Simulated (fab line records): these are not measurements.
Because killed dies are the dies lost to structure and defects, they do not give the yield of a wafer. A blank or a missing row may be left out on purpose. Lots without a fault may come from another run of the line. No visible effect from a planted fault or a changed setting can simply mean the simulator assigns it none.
Matching of chambers || flow nand harc || 4 sister chambers for NHARC_A_CONTACT_ETCH_106 on rie diel-07
The step etches the open film in CF4/O2, target depth 60 nm, overetch 6 nm, time 33 s. 8 wafers are shown with their chamber, then 7 later ones without.

WAFERS PAIRED WITH THEIR CHAMBERS
{"wafer": "L489.3", "chamber": 1, "showerhead plenum p Torr (Torr)": 1.39, "drypump motor current A (A)": 5.0}
{"wafer": "L490.1", "chamber": 3, "showerhead plenum p Torr (Torr)": 1.29, "drypump motor current A (A)": 5.1}
{"wafer": "L490.2", "chamber": 0, "showerhead plenum p Torr (Torr)": 1.37, "drypump motor current A (A)": 5.3}
{"wafer": "L490.3", "chamber": 1, "showerhead plenum p Torr (Torr)": 1.39, "drypump motor current A (A)": 5.0}
{"wafer": "L492.2", "chamber": 0, "showerhead plenum p Torr (Torr)": 1.37, "drypump motor current A (A)": 5.3}
{"wafer": "L492.6", "chamber": 2, "showerhead plenum p Torr (Torr)": 1.37, "drypump motor current A (A)": 5.0}
{"wafer": "L500.1", "chamber": 3, "showerhead plenum p Torr (Torr)": 1.29, "drypump motor current A (A)": 5.1}
{"wafer": "L500.3", "chamber": 2, "showerhead plenum p Torr (Torr)": 1.36, "drypump motor current A (A)": 4.9}

WAFERS WHOSE CHAMBER IS MISSING
{"wafer": "L500.6", "showerhead plenum p Torr (Torr)": 1.36, "drypump motor current A (A)": 4.9}
{"wafer": "L503.2", "showerhead plenum p Torr (Torr)": 1.39, "drypump motor current A (A)": 5.0}
{"wafer": "L503.3", "showerhead plenum p Torr (Torr)": 1.36, "drypump motor current A (A)": 5.0}
{"wafer": "L503.4", "showerhead plenum p Torr (Torr)": 1.29, "drypump motor current A (A)": 5.1}
{"wafer": "L506.3", "showerhead plenum p Torr (Torr)": 1.29, "drypump motor current A (A)": 5.0}
{"wafer": "L506.4", "showerhead plenum p Torr (Torr)": 1.37, "drypump motor current A (A)": 5.3}
{"wafer": "L506.5", "showerhead plenum p Torr (Torr)": 1.37, "drypump motor current A (A)": 5.3}

EACH ONE'S CHAMBER
{"wafer": "L500.6", "from the rows above": 2, "in truth": 2}
{"wafer": "L503.2", "from the rows above": 1, "in truth": 1}
{"wafer": "L503.3", "from the rows above": 2, "in truth": 2}
{"wafer": "L503.4", "from the rows above": 3, "in truth": 3}
{"wafer": "L506.3", "from the rows above": 3, "in truth": 3}
{"wafer": "L506.4", "from the rows above": 0, "in truth": 0}
{"wafer": "L506.5", "from the rows above": 0, "in truth": 0}
Correct placement for 7 of the 7. Left unplaced by these rows: 0. Wrongly placed: 0.
How it was worked out, from the rows above alone: a wafer's distance from a chamber is the root of the sum, over the readings, of the square of ((its reading less the chamber's mean) divided by the reading's scatter). The wafer belongs to the nearest chamber; if the next one is less than 2 further off, it can't be placed. The mean given for a chamber averages the wafers shown for that chamber. The scatter: the root of (the sum of the squares of (reading less its chamber's mean) over the shown wafers, divided by (wafers less chambers)).
